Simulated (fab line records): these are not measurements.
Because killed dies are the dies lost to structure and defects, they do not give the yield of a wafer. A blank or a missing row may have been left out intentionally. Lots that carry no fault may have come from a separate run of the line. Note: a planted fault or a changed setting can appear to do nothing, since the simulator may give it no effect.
fab line records	flow nand_harc
[record] lots = 24	wafers = 72	last_day = 33
route steps=1302 shown A_SLIT@933 A_WL_FILL@954
lots with no fault: from the same line, run without faults
start_h: hours from the record's first day to the start of the lot's first wafer shown	wait_h: hours since the lot's step before	" the same as in the row above	L1.1+2: one row covering several wafers at once	- value missing, or start not given	* or withheld: withheld	< > ~ a bound
route shown NAME@n: names a module that has steps shown in the file, with the first one's number in the route	usual: the fault-free wafers' mean and standard deviation	same: alike in all rows	chamber/n: place in a boat	sites: per-site readings	_std_site: standard deviation of those values	_edge_site: inner sites' mean taken away from outer sites' mean	radius_mm: for every site, how far away it sits from the centre of the wafer	mask NAME#n: copy n	behind: the most recent tool/chamber to have shaped the wafer	hold: cause of the lot's hold/its duration in hours/its outcome	device: the transistor (n, p or np) that didn't switch	end of line: at the end of the route, the tests of the same wafers	a step without rows: its recipe alone	killed: at the first sort, the dies lost to defects and structure; wafer yield is something else	map: per-die view of a wafer (x killed, . not killed, _ where there is no die)
set.NAME: the setting that was run; set.NAME@STEP: the one run at that earlier step	model.NAME: the simulator's own value behind a step, which no gauge read
steps of the route over a sample of lots; a table a step, a row a wafer
services: the hour from which a tool's chamber was out of use, counted from the record's first day as start_h (under 0 if before that day), plus the number of hours and why
[[steps]]
[step NHARC_A_SLIT_CD_MEAS_09]
[recipe] target_cd_nm = 300	landing_energy_ev = 500
[usual] cd_nm = 300.1/0.72
lot.wafer	tool	chamber	start_h	wait_h	cd_nm
L074.1	cd_sem-02	0	467.14	-	299.8
L074.4	"	0	"	"	300.0
L074.6	"	0	"	"	299.9
L076.2	cd_sem-02	0	467.30	-	300.6
L076.5	"	0	"	"	301.1
L076.6	"	0	"	"	301.4
L075.2	cd_sem-03	0	467.45	-	299.0
L075.5	"	0	"	"	299.3
L075.6	"	0	"	"	300.1
L078.3	cd_sem-01	0	490.98	-	301.1
L078.4	"	0	"	"	301.1
L078.6	"	0	"	"	300.8
L077.2	cd_sem-01	0	491.44	-	299.9
L077.4	"	0	"	"	299.1
L077.6	"	0	"	"	299.3
L079.1	cd_sem-03	0	494.46	-	300.8
L079.2	"	0	"	"	300.7
L079.3	"	0	"	"	300.8
L082.1	cd_sem-03	0	507.94	-	300.0
L082.2	"	0	"	"	299.9
L082.5	"	0	"	"	299.8
L080.1	cd_sem-03	0	508.83	-	299.7
L080.3	"	0	"	"	299.6
L080.5	"	0	"	"	299.2
L081.2	cd_sem-01	0	509.78	-	299.4
L081.3	"	0	"	"	298.8
L081.5	"	0	"	"	300.4
L083.2	cd_sem-01	0	551.53	-	300.9
L083.4	"	0	"	"	300.3
L083.5	"	0	"	"	300.0
L084.1	cd_sem-03	0	561.07	-	298.6
L084.3	"	0	"	"	298.7
L084.6	"	0	"	"	299.6
L086.1	cd_sem-02	0	571.06	-	300.7
L086.3	"	0	"	"	300.9
L086.4	"	0	"	"	299.5
L085.1	cd_sem-02	0	571.21	-	300.2
L085.2	"	0	"	"	299.5
L085.4	"	0	"	"	299.3
L087.1	cd_sem-01	0	592.04	-	300.6
L087.4	"	0	"	"	301.0
L087.6	"	0	"	"	300.5
L089.1	cd_sem-01	0	603.53	-	298.9
L089.3	"	0	"	"	299.3
L089.6	"	0	"	"	299.5
L088.1	cd_sem-02	0	604.54	-	300.2
L088.2	"	0	"	"	299.7
L088.5	"	0	"	"	298.7
L090.2	cd_sem-03	0	634.90	-	300.9
L090.3	"	0	"	"	300.7
L090.6	"	0	"	"	299.8
L091.1	cd_sem-02	0	643.92	-	301.0
L091.2	"	0	"	"	301.4
L091.3	"	0	"	"	299.8
L092.4	cd_sem-01	0	644.77	-	301.0
L092.5	"	0	"	"	300.2
L092.6	"	0	"	"	301.0
L093.2	cd_sem-02	0	650.31	-	299.5
L093.3	"	0	"	"	299.6
L093.6	"	0	"	"	299.2
L094.1	cd_sem-02	0	651.22	-	300.5
L094.3	"	0	"	"	299.9
L094.4	"	0	"	"	299.7
L095.3	cd_sem-01	0	663.50	-	301.3
L095.5	"	0	"	"	300.5
L095.6	"	0	"	"	301.0
L096.2	cd_sem-03	0	663.66	-	300.5
L096.3	"	0	"	"	300.3
L096.4	"	0	"	"	300.5
L097.1	cd_sem-01	0	672.95	-	299.6
L097.2	"	0	"	"	300.5
L097.5	"	0	"	"	299.8
[step NHARC_A_SLIT_ETCH_17]
[recipe] bias_v = 900	source_w = withheld	pressure_mtorr = 20	ar_flow_sccm = 375	c4f8_flow_sccm = 83.3	o2_flow_sccm = 41.7	time_s = 4254.5	target_depth_a = 2.03e+05	chemistry = C4F8/O2/Ar
[usual] drypump_motor_current_A = 5.74/0.25	showerhead_plenum_p_Torr = 3.59/0.064	throttle_valve_pct = 32.046/0.0084
lot.wafer	tool	chamber	start_h	wait_h	drypump_motor_current_A	rf_hours_counter_h	showerhead_plenum_p_Torr	throttle_valve_pct
L076.2	har_etch-01	1	468.75	-	5.70	252	3.65	32.046
L076.6	"	1	471.17	-	5.69	-	3.65	32.041
L076.5	"	0	"	"	5.34	-	3.52	32.042
L074.1	har_etch-02	1	469.19	-	5.78	35	3.69	32.055
L074.4	"	0	"	"	6.04	-	3.60	32.054
L074.6	"	0	471.00	-	6.02	-	3.61	32.054
L075.2	har_etch-02	1	473.01	-	5.75	39	3.69	32.032
L075.5	"	0	474.84	-	6.03	-	3.60	32.050
L075.6	"	1	"	"	5.76	-	3.69	32.045
L077.2	har_etch-01	0	493.50	-	5.35	271	3.51	32.046
L077.4	"	0	494.73	-	5.33	-	3.51	32.043
L077.6	"	1	"	"	5.69	-	3.64	32.062
L078.3	har_etch-02	0	493.63	-	6.01	-	3.60	32.055
L078.4	"	1	"	"	5.75	-	3.68	32.057
L078.6	"	1	495.44	-	5.80	-	3.68	32.047
L079.1	har_etch-02	0	496.23	-	6.04	58	3.59	32.040
L079.2	"	1	"	"	5.78	58	3.68	32.036
L079.3	"	1	498.01	-	5.80	-	3.68	32.044
L082.1	har_etch-01	1	509.81	-	5.70	283	3.63	32.050
L082.2	"	0	"	"	5.33	283	3.51	32.054
L082.5	"	1	512.25	-	5.69	-	3.63	32.043
L080.1	har_etch-02	1	510.28	-	5.78	70	3.67	32.047
L080.3	"	0	512.06	-	6.05	-	3.59	32.039
L080.5	"	1	"	"	5.76	-	3.67	32.069
L081.2	har_etch-01	1	514.26	-	5.71	286	3.63	32.064
L081.3	"	0	"	"	5.34	-	3.50	32.047
L081.5	"	0	516.07	-	5.34	-	3.51	32.049
L083.2	har_etch-01	0	552.97	-	5.32	306	3.50	32.043
L083.4	"	1	554.77	-	5.68	-	3.62	32.045
L083.5	"	1	555.97	-	5.66	-	3.62	32.035
L084.1	har_etch-01	1	563.12	-	5.73	309	3.62	32.043
L084.3	"	0	"	"	5.32	-	3.49	32.052
L084.6	"	1	565.54	-	5.72	-	3.62	32.042
L086.1	har_etch-02	0	572.50	-	6.03	101	3.57	32.052
L086.3	"	0	573.69	-	6.05	-	3.57	32.038
L086.4	"	1	"	"	5.78	-	3.66	32.039
L085.1	har_etch-01	1	572.66	-	5.70	317	3.61	32.033
L085.2	"	0	"	"	5.36	317	3.49	32.039
L085.4	"	1	"	"	5.71	-	3.61	32.045
L087.1	har_etch-02	0	594.17	-	6.03	112	3.56	32.045
L087.4	"	1	"	"	5.77	-	3.65	32.045
L087.6	"	0	596.63	-	6.03	-	3.56	32.044
L089.1	har_etch-02	0	605.36	-	6.02	120	3.56	32.053
L089.3	"	0	606.56	-	5.99	-	3.56	32.061
L089.6	"	0	607.77	-	6.01	-	3.56	32.041
L088.2	har_etch-02	0	609.17	-	6.02	123	3.56	32.039
L088.1	"	1	"	"	5.78	123	3.65	32.038
L088.5	"	1	612.18	-	5.76	-	3.65	32.044
L090.2	har_etch-02	0	636.93	-	6.06	135	3.55	32.051
L090.3	"	1	"	"	5.75	-	3.64	32.058
L090.6	"	0	639.35	-	6.04	-	3.55	32.046
L091.2	har_etch-01	1	645.37	-	5.71	356	3.59	32.043
L091.1	"	0	"	"	5.33	356	3.47	32.033
L091.3	"	0	647.18	-	5.33	-	3.47	32.067
L092.4	har_etch-02	1	647.44	-	5.77	-	3.64	32.036
L092.5	"	1	648.67	-	5.78	-	3.64	32.045
L092.6	"	0	"	"	6.03	-	3.55	32.039
L093.2	har_etch-02	1	652.35	-	5.79	146	3.63	32.054
L093.3	"	0	"	"	6.01	-	3.55	32.040
L093.6	"	1	654.78	-	5.76	-	3.63	32.043
L094.1	har_etch-01	0	653.32	-	5.32	363	3.46	32.047
L094.3	"	0	654.52	-	5.32	-	3.46	32.049
L094.4	"	1	"	"	5.68	-	3.59	32.052
L095.3	har_etch-01	0	667.86	-	5.35	-	3.46	32.038
L095.5	"	1	"	"	5.70	-	3.59	32.041
L095.6	"	0	"	"	5.34	-	3.46	32.049
L096.2	har_etch-02	1	668.47	-	5.77	157	3.63	32.044
L096.3	"	1	669.69	-	5.77	-	3.63	32.039
L096.4	"	0	"	"	6.03	-	3.54	32.054
L097.1	har_etch-02	1	674.39	-	5.78	161	3.62	32.043
L097.2	"	0	"	"	6.04	161	3.54	32.052
L097.5	"	0	677.40	-	6.01	-	3.54	32.047
[step NHARC_A_SLIT_ETCH_26]
[recipe] bias_v = 400	source_w = 2000	pressure_mtorr = 25	time_s = 90	ar_flow_sccm = 375	c4f8_flow_sccm = 41.7	o2_flow_sccm = 83.3	target_depth_a = 4000	chemistry = C4F8/O2/Ar
[usual] drypump_motor_current_A = 5.74/0.25	showerhead_plenum_p_Torr = 3.62/0.065	throttle_valve_pct = 27.619/0.01
lot.wafer	tool	chamber	start_h	wait_h	drypump_motor_current_A	rf_hours_counter_h	showerhead_plenum_p_Torr	throttle_valve_pct
L074.1	har_etch-02	1	472.25	2.5	5.76	38	3.72	27.622
L074.4	"	0	"	"	6.04	-	3.63	27.610
L074.6	"	0	"	"	6.04	-	3.63	27.614
L076.2	har_etch-01	1	472.38	3.0	5.68	255	3.68	27.610
L076.6	"	1	"	"	5.72	-	3.68	27.621
L076.5	"	0	"	"	5.33	-	3.55	27.637
L075.2	har_etch-02	1	476.08	2.5	5.79	42	3.72	27.634
L075.5	"	0	"	"	6.03	-	3.63	27.615
L075.6	"	1	"	"	5.74	-	3.72	27.632
L078.3	har_etch-02	0	496.11	1.9	5.99	-	3.62	27.625
L078.4	"	1	"	"	5.77	-	3.71	27.627
L078.6	"	1	"	"	5.77	-	3.71	27.612
L077.2	har_etch-01	0	496.59	2.5	5.33	274	3.54	27.602
L077.4	"	0	"	"	5.33	-	3.54	27.618
L077.6	"	1	"	"	5.73	-	3.67	27.606
L079.1	har_etch-02	0	499.79	3.0	6.05	61	3.62	27.617
L079.2	"	1	"	"	5.78	61	3.71	27.612
L079.3	"	1	"	"	5.80	-	3.71	27.613
L082.1	har_etch-01	1	513.47	3.1	5.68	286	3.66	27.625
L082.2	"	0	"	"	5.31	286	3.53	27.620
L082.5	"	1	"	"	5.69	-	3.66	27.619
L080.1	har_etch-02	1	513.84	3.0	5.75	73	3.71	27.646
L080.3	"	0	"	"	6.07	-	3.62	27.622
L080.5	"	1	"	"	5.74	-	3.71	27.615
L081.2	har_etch-01	1	517.31	2.4	5.69	289	3.66	27.624
L081.3	"	0	"	"	5.32	-	3.53	27.626
L081.5	"	0	"	"	5.33	-	3.53	27.640
L083.2	har_etch-01	0	556.57	3.0	5.34	309	3.52	27.618
L083.4	"	1	"	"	5.69	-	3.65	27.634
L083.5	"	1	"	"	5.68	-	3.65	27.621
L084.1	har_etch-01	1	566.17	2.4	5.71	312	3.65	27.616
L084.3	"	0	"	"	5.32	-	3.52	27.593
L084.6	"	1	"	"	5.67	-	3.65	27.613
L086.1	har_etch-02	0	576.08	3.0	6.03	104	3.60	27.629
L086.3	"	0	"	"	5.99	-	3.60	27.614
L086.4	"	1	"	"	5.80	-	3.69	27.623
L085.1	har_etch-01	1	576.25	3.0	5.71	320	3.64	27.618
L085.2	"	0	"	"	5.34	320	3.51	27.621
L085.4	"	1	"	"	5.69	-	3.64	27.633
L087.1	har_etch-02	0	597.28	2.5	6.02	115	3.59	27.621
L087.4	"	1	"	"	5.74	-	3.68	27.625
L087.6	"	0	"	"	6.03	-	3.59	27.615
L089.1	har_etch-02	0	608.98	3.0	6.05	123	3.59	27.620
L089.3	"	0	"	"	6.05	-	3.59	27.619
L089.6	"	0	"	"	5.99	-	3.59	27.620
L088.2	har_etch-02	0	612.78	3.0	5.99	126	3.59	27.631
L088.1	"	1	"	"	5.77	126	3.68	27.618
L088.5	"	1	"	"	5.79	-	3.68	27.612
L090.2	har_etch-02	0	639.99	2.5	6.02	138	3.58	27.616
L090.3	"	1	"	"	5.80	-	3.67	27.610
L090.6	"	0	"	"	6.01	-	3.58	27.613
L091.2	har_etch-01	1	648.99	3.0	5.70	359	3.62	27.615
L091.1	"	0	"	"	5.36	359	3.49	27.628
L091.3	"	0	"	"	5.33	-	3.49	27.610
L092.4	har_etch-02	1	649.97	1.9	5.81	-	3.67	27.618
L092.5	"	1	"	"	5.78	-	3.67	27.630
L092.6	"	0	"	"	6.03	-	3.58	27.598
L093.2	har_etch-02	1	655.42	2.5	5.80	149	3.66	27.633
L093.3	"	0	"	"	6.02	-	3.57	27.642
L093.6	"	1	"	"	5.78	-	3.66	27.627
L094.1	har_etch-01	0	656.92	3.0	5.34	366	3.49	27.605
L094.3	"	0	"	"	5.33	-	3.49	27.604
L094.4	"	1	"	"	5.67	-	3.62	27.622
L095.3	har_etch-01	0	669.79	1.3	5.34	-	3.49	27.631
L095.5	"	1	"	"	5.69	-	3.61	27.610
L095.6	"	0	"	"	5.34	-	3.49	27.638
L096.2	har_etch-02	1	672.13	3.0	5.80	160	3.66	27.627
L096.3	"	1	"	"	5.79	-	3.66	27.631
L096.4	"	0	"	"	6.05	-	3.57	27.610
L097.1	har_etch-02	1	678.00	3.0	5.80	164	3.65	27.591
L097.2	"	0	"	"	6.05	164	3.57	27.621
L097.5	"	0	"	"	6.04	-	3.57	27.643
[step NHARC_A_SLIT_STRIP_18]
[recipe] o2_flow_sccm = 500	ar_flow_sccm = 0	bias_w = 0	chemistry = O2
[usual] drypump_motor_current_A = 5.8/0.45	oes_product_au = 1.002/0.014	rf_vpp_V = 57.6/0.88	showerhead_plenum_p_Torr = 3.46/0.13	throttle_valve_pct = 17.037/0.0088
lot.wafer	tool	chamber	start_h	wait_h	drypump_motor_current_A	oes_product_au	rf_hours_counter_h	rf_vpp_V	showerhead_plenum_p_Torr	throttle_valve_pct
L074.1	rie_diel-01	1	-	-	6.2	1.018	3.6	57.0	3.39	17.030
L074.4	"	3	"	"	5.3	0.992	4.2	57.4	3.69	17.036
L074.6	"	2	"	"	5.3	0.993	-	57.1	3.41	17.031
L076.2	rie_diel-11	1	-	-	6.3	1.004	0.6	56.1	3.39	17.048
L076.5	"	0	"	"	6.0	1.011	-	58.2	3.63	17.022
L076.6	"	1	"	"	6.2	1.009	-	57.4	3.39	17.042
L075.2	rie_diel-01	2	-	-	5.3	0.985	4.8	56.5	3.41	17.053
L075.5	"	1	"	"	6.2	1.030	-	58.0	3.39	17.036
L075.6	"	2	"	"	5.3	0.996	-	58.5	3.41	17.030
L078.3	rie_diel-07	3	-	-	6.5	1.012	1.0	57.2	3.39	17.039
L078.4	"	0	"	"	5.3	1.003	1.1	57.5	3.33	17.028
L078.6	"	2	"	"	5.1	0.991	-	58.9	3.71	17.030
L077.2	rie_diel-01	3	-	-	5.2	0.997	5.4	56.5	3.69	17.042
L077.4	"	1	"	"	6.2	1.018	4.8	58.1	3.39	17.042
L077.6	"	2	"	"	5.3	0.992	-	57.8	3.41	17.030
L079.3	rie_diel-11	1	-	-	6.3	1.003	2.1	55.6	3.39	17.034
L079.2	"	2	"	"	5.9	0.992	3.1	58.7	3.41	17.049
L079.1	"	3	"	"	5.6	1.007	2.9	57.4	3.45	17.025
L082.2	rie_diel-07	2	-	-	5.1	0.993	1.8	57.0	3.71	17.038
L082.1	"	3	"	"	6.5	1.025	1.3	57.3	3.39	17.037
L082.5	"	0	"	"	5.2	1.017	-	57.1	3.33	17.029
L080.1	rie_diel-11	0	-	-	6.0	1.001	3.3	58.3	3.63	17.036
L080.3	"	3	"	"	5.6	0.995	4.3	58.4	3.45	17.036
L080.5	"	0	"	"	6.0	0.997	-	57.5	3.63	17.019
L081.3	rie_diel-11	1	-	-	6.2	0.999	3.9	57.1	3.38	17.040
L081.2	"	0	"	"	6.0	1.001	3.4	56.8	3.63	17.044
L081.5	"	1	"	"	6.2	1.003	-	57.6	3.38	17.044
L083.4	rie_diel-11	3	-	-	5.7	0.997	5.4	58.1	3.45	17.035
L083.2	"	1	"	"	6.2	0.991	4.6	56.5	3.38	17.032
L083.5	"	3	"	"	5.6	0.996	-	58.1	3.45	17.039
L084.1	rie_diel-07	3	-	-	6.5	1.026	2.0	57.9	3.39	17.029
L084.3	"	2	"	"	5.1	0.972	2.6	58.4	3.71	17.044
L084.6	"	3	"	"	6.5	1.020	-	57.1	3.39	17.044
L086.1	rie_diel-01	0	-	-	5.9	1.014	0.3	57.0	3.59	17.037
L086.4	"	2	"	"	5.3	1.005	0.3	59.8	3.40	17.038
L086.3	"	3	"	"	5.3	0.998	0.3	58.1	3.69	17.029
L085.2	rie_diel-11	2	-	-	5.9	1.005	8.2	57.6	3.40	17.038
L085.4	"	3	"	"	5.6	0.996	6.9	59.7	3.45	17.024
L085.1	"	0	"	"	6.0	0.997	6.1	58.2	3.63	17.033
L087.1	rie_diel-07	3	-	-	6.5	1.008	4.8	58.3	3.39	17.027
L087.4	"	1	"	"	6.3	0.974	5.5	57.9	3.37	17.028
L087.6	"	3	"	"	6.5	1.006	-	59.7	3.39	17.023
L089.3	rie_diel-11	0	-	-	5.9	0.992	8.1	57.7	3.62	17.037
L089.1	"	1	"	"	6.3	1.000	8.7	56.7	3.38	17.046
L089.6	"	2	"	"	5.9	1.000	-	57.3	3.40	17.041
L088.1	rie_diel-07	1	-	-	6.3	0.971	7.0	57.3	3.37	17.038
L088.2	"	3	"	"	6.5	1.004	6.1	57.0	3.39	17.032
L088.5	"	0	"	"	5.2	0.999	-	57.0	3.33	17.036
L090.2	rie_diel-07	3	-	-	6.5	1.012	6.8	55.8	3.39	17.034
L090.3	"	1	"	"	6.3	0.969	7.6	57.4	3.37	17.041
L090.6	"	0	"	"	5.3	0.993	-	57.1	3.33	17.042
L091.2	rie_diel-11	2	-	-	5.9	1.005	0.0	56.9	3.40	17.027
L091.3	"	0	"	"	6.0	1.019	0.0	57.3	3.62	17.020
L091.1	"	1	"	"	6.2	1.015	0.0	57.1	3.38	17.048
L092.4	rie_diel-01	1	-	-	6.2	1.011	4.4	56.8	3.38	17.030
L092.5	"	3	"	"	5.3	0.979	-	58.3	3.69	17.041
L092.6	"	0	"	"	5.9	1.010	-	58.3	3.59	17.028
L093.2	rie_diel-01	0	-	-	5.9	1.010	4.2	57.7	3.59	17.031
L093.3	"	3	"	"	5.2	0.985	5.3	57.7	3.69	17.038
L093.6	"	1	"	"	6.2	1.007	-	56.8	3.38	17.047
L094.1	rie_diel-11	1	-	-	6.2	1.008	1.2	57.4	3.38	17.045
L094.4	"	2	"	"	5.9	1.016	0.6	57.3	3.40	17.039
L094.3	"	3	"	"	5.7	0.999	0.8	57.1	3.45	17.047
L095.3	rie_diel-07	2	-	-	5.1	0.996	0.5	57.4	3.71	17.052
L095.5	"	0	"	"	5.3	1.002	-	57.4	3.32	17.039
L095.6	"	1	"	"	6.3	0.989	-	57.0	3.37	17.031
L096.3	rie_diel-01	1	-	-	6.2	1.018	6.7	57.0	3.38	17.037
L096.2	"	2	"	"	5.3	1.025	6.9	56.9	3.40	17.027
L096.4	"	3	"	"	5.3	0.985	6.0	57.9	3.69	17.031
L097.2	rie_diel-07	1	-	-	6.3	1.010	1.0	57.1	3.37	17.056
L097.1	"	0	"	"	5.3	1.019	1.6	58.7	3.32	17.042
L097.5	"	2	"	"	5.1	0.996	-	58.4	3.71	17.026
[step NHARC_A_WL_FILL_ALD_02]
[recipe] target_thk_a = 20	pulse_time_s = 3	ald_cycles = 100	temp_c = 450	material = TiN
[usual] heater_power_w = 1132/130	precursor_pulse_height_rel = 1.000/0.019
lot.wafer	tool	chamber	start_h	wait_h	heater_power_w	precursor_pulse_height_rel
L076.2	ald_metal-03	0	480.96	0.2	1170	0.997
L076.5	"	2	"	"	810	1.003
L076.6	"	3	"	"	1127	0.996
L074.4	ald_metal-03	1	481.11	0.3	1323	0.971
L074.1	"	0	"	"	1135	1.008
L074.6	"	1	"	"	1310	1.026
L075.2	ald_metal-04	2	484.66	0.2	979	0.981
L075.5	"	0	"	"	1168	1.052
L075.6	"	1	"	"	1091	1.008
L078.4	ald_metal-04	0	504.63	0.1	1195	1.027
L078.3	"	2	"	"	1002	1.018
L078.6	"	0	"	"	1194	0.996
L077.4	ald_metal-03	0	504.67	0.2	1162	1.002
L077.2	"	1	"	"	1331	1.008
L077.6	"	2	"	"	831	1.012
L079.2	ald_metal-01	1	508.35	0.2	1241	0.984
L079.3	"	2	"	"	1158	0.993
L079.1	"	3	"	"	1054	0.995
L082.1	ald_metal-03	3	522.19	0.3	1147	1.000
L082.2	"	0	"	"	1182	1.010
L082.5	"	1	"	"	1317	0.948
L080.3	ald_metal-04	1	522.20	0.2	1098	0.978
L080.1	"	2	"	"	999	0.997
L080.5	"	3	"	"	1145	1.026
L081.2	ald_metal-01	1	525.78	0.2	1232	1.031
L081.3	"	3	"	"	1043	1.016
L081.5	"	1	"	"	1216	0.991
L083.2	ald_metal-03	1	565.03	0.2	1349	1.008
L083.4	"	0	"	"	1177	1.000
L083.5	"	1	"	"	1336	0.982
L084.1	ald_metal-01	2	574.71	0.2	1230	1.001
L084.3	"	1	"	"	1222	1.010
L084.6	"	1	"	"	1255	0.999
L086.1	ald_metal-03	0	584.72	0.2	1183	1.003
L086.3	"	1	"	"	1294	0.996
L086.4	"	3	"	"	1166	1.010
L085.1	ald_metal-01	3	584.78	0.2	1029	1.013
L085.2	"	1	"	"	1260	0.963
L085.4	"	2	"	"	1239	1.000
L087.4	ald_metal-03	2	606.07	0.2	838	1.011
L087.1	"	3	"	"	1148	1.009
L087.6	"	2	"	"	848	0.989
L089.3	ald_metal-03	0	617.51	0.1	1173	1.013
L089.1	"	2	"	"	835	1.015
L089.6	"	1	"	"	1301	0.989
L088.2	ald_metal-01	0	621.44	0.2	1137	1.002
L088.1	"	2	"	"	1238	1.026
L088.5	"	1	"	"	1281	1.002
L090.2	ald_metal-01	1	648.60	0.2	1212	1.035
L090.3	"	2	"	"	1258	1.009
L090.6	"	1	"	"	1261	0.982
L092.4	ald_metal-03	1	660.01	0.1	1299	1.006
L092.6	"	0	"	"	1179	0.961
L092.5	"	1	"	"	1266	0.983
L091.1	ald_metal-01	2	660.14	0.2	1222	1.037
L091.3	"	3	"	"	1016	0.980
L091.2	"	0	"	"	1161	0.993
L094.3	ald_metal-01	3	664.01	0.1	1052	0.983
L094.4	"	0	"	"	1102	0.975
L094.1	"	1	"	"	1242	1.043
L093.2	ald_metal-04	3	664.22	0.2	1210	1.006
L093.3	"	0	"	"	1109	0.971
L093.6	"	2	"	"	975	1.011
L095.3	ald_metal-04	0	678.36	0.1	1088	1.004
L095.6	"	0	"	"	1075	0.986
L095.5	"	1	"	"	1110	0.995
L096.4	ald_metal-01	0	680.80	0.1	1105	1.006
L096.2	"	2	"	"	1233	1.010
L096.3	"	3	"	"	1074	1.013
L097.2	ald_metal-01	3	686.91	0.2	1070	1.023
L097.1	"	1	"	"	1233	1.018
L097.5	"	3	"	"	1044	0.999
[step NHARC_A_WL_FILL_ETCHBACK_05]
[recipe] target_depth_a = 220	time_s = 60	temp_c = 40	chemistry = Cl2/BCl3
[usual] drypump_motor_current_A = 5.8/0.32	oes_product_au = 1.003/0.016
lot.wafer	tool	chamber	start_h	wait_h	drypump_motor_current_A	oes_product_au	rf_hours_counter_h
L076.2	rie_metal-03	0	481.94	0.2	5.6	0.982	2.3
L076.6	"	0	"	"	5.6	0.981	-
L076.5	"	1	"	"	6.3	1.013	-
L074.1	rie_metal-01	0	482.16	0.2	6.1	0.997	1.3
L074.4	"	0	"	"	6.1	0.998	-
L074.6	"	1	"	"	5.9	0.994	-
L075.2	rie_metal-02	0	485.64	0.2	6.0	0.994	0.4
L075.5	"	0	"	"	6.0	1.006	-
L075.6	"	1	"	"	5.4	1.018	-
L077.2	rie_metal-02	0	505.65	0.2	6.1	1.022	0.7
L077.4	"	1	"	"	5.3	1.023	-
L077.6	"	1	"	"	5.3	1.016	-
L078.4	rie_metal-03	1	505.86	0.1	6.3	1.011	-
L078.3	"	0	"	"	5.6	0.980	-
L078.6	"	1	"	"	6.3	1.029	-
L079.1	rie_metal-01	1	509.40	0.2	5.9	0.997	1.9
L079.2	"	0	"	"	6.1	1.007	1.8
L079.3	"	0	"	"	6.1	0.991	-
L082.1	rie_metal-02	0	523.17	0.2	6.1	1.009	1.2
L082.2	"	1	"	"	5.3	1.020	1.2
L082.5	"	1	"	"	5.3	1.016	-
L080.1	rie_metal-01	1	523.20	0.2	5.8	0.989	2.3
L080.3	"	1	"	"	5.9	0.999	-
L080.5	"	0	"	"	6.1	0.988	-
L081.2	rie_metal-02	0	526.83	0.2	6.1	1.012	1.5
L081.3	"	1	"	"	5.3	1.021	-
L081.5	"	0	"	"	6.0	1.008	-
L083.2	rie_metal-02	0	566.09	0.2	6.1	1.003	1.8
L083.4	"	1	"	"	5.3	1.033	-
L083.5	"	0	"	"	6.1	1.001	-
L084.1	rie_metal-03	0	575.84	0.2	5.6	0.973	0.6
L084.3	"	1	"	"	6.3	0.982	-
L084.6	"	0	"	"	5.6	0.979	-
L085.1	rie_metal-01	1	585.96	0.2	5.9	1.003	0.1
L085.2	"	0	"	"	6.1	0.986	0.1
L085.4	"	1	"	"	5.9	1.000	-
L086.1	rie_metal-03	0	586.09	0.2	5.6	0.983	0.9
L086.4	"	1	"	"	6.3	0.980	-
L086.3	"	0	"	"	5.6	0.981	-
L087.1	rie_metal-02	1	607.39	0.2	5.3	1.043	2.4
L087.4	"	1	"	"	5.3	1.045	-
L087.6	"	0	"	"	6.0	1.011	-
L089.1	rie_metal-01	1	618.55	0.2	5.9	0.991	0.9
L089.3	"	1	"	"	5.9	1.017	-
L089.6	"	0	"	"	6.1	0.995	-
L088.2	rie_metal-02	0	622.49	0.2	6.0	1.003	2.8
L088.1	"	1	"	"	5.3	1.036	2.8
L088.5	"	0	"	"	6.1	1.021	-
L090.2	rie_metal-01	0	649.61	0.2	6.1	0.999	1.2
L090.3	"	0	"	"	6.1	0.978	-
L090.6	"	0	"	"	6.1	0.989	-
L092.4	rie_metal-02	1	661.05	0.2	5.3	1.018	-
L092.6	"	1	"	"	5.3	1.008	-
L092.5	"	0	"	"	6.0	0.983	-
L091.2	rie_metal-01	0	661.20	0.2	6.1	0.984	1.4
L091.1	"	1	"	"	5.9	1.010	1.4
L091.3	"	1	"	"	5.9	1.007	-
L094.1	rie_metal-02	0	665.08	0.2	6.1	1.002	0.6
L094.4	"	1	"	"	5.3	1.013	-
L094.3	"	0	"	"	6.1	1.013	-
L093.2	rie_metal-01	1	665.38	0.2	5.9	1.003	1.6
L093.3	"	1	"	"	5.9	1.008	-
L093.6	"	1	"	"	5.8	1.007	-
L095.3	rie_metal-03	0	679.65	0.3	5.6	0.991	-
L095.5	"	0	"	"	5.6	0.983	-
L095.6	"	0	"	"	5.6	0.988	-
L096.2	rie_metal-02	0	681.86	0.2	6.0	0.991	1.1
L096.3	"	1	"	"	5.3	1.007	-
L096.4	"	0	"	"	6.1	0.988	-
L097.2	rie_metal-01	1	687.96	0.2	5.9	1.007	2.0
L097.1	"	0	"	"	6.1	1.000	2.0
L097.5	"	1	"	"	5.9	1.000	-
[[services]]
tool	chamber	start_h	hours	kind
rie_diel-07	2	448.62	4.6	repair
rie_metal-02	-	454.00	9.0	pm
rie_metal-01	0	458.17	3.1	repair
rie_diel-11	-	462.45	9.0	pm
rie_diel-07	-	471.21	9.0	pm
rie_metal-01	-	476.78	2.6	repair
ald_metal-01	-	480.49	0.8	repair
rie_diel-07	-	495.83	0.4	repair
rie_diel-07	2	498.78	3.8	repair
ald_metal-01	3	503.81	4.1	repair
rie_metal-01	-	504.19	0.6	repair
rie_diel-11	1	525.78	7.0	repair
ald_metal-03	-	549.55	2.9	repair
rie_diel-01	-	557.96	9.0	pm
ald_metal-03	-	568.00	10.0	pm
ald_metal-01	0	574.02	27.7	repair
rie_metal-01	-	575.00	9.0	pm
rie_diel-11	3	594.46	1.5	repair
rie_diel-01	0	600.57	6.8	repair
rie_metal-02	-	631.00	9.0	pm
rie_diel-11	-	639.45	9.0	pm
rie_diel-07	-	648.21	9.0	pm
rie_diel-11	2	651.28	4.5	repair
rie_diel-11	2	677.93	6.4	repair
[[key]]
fault none
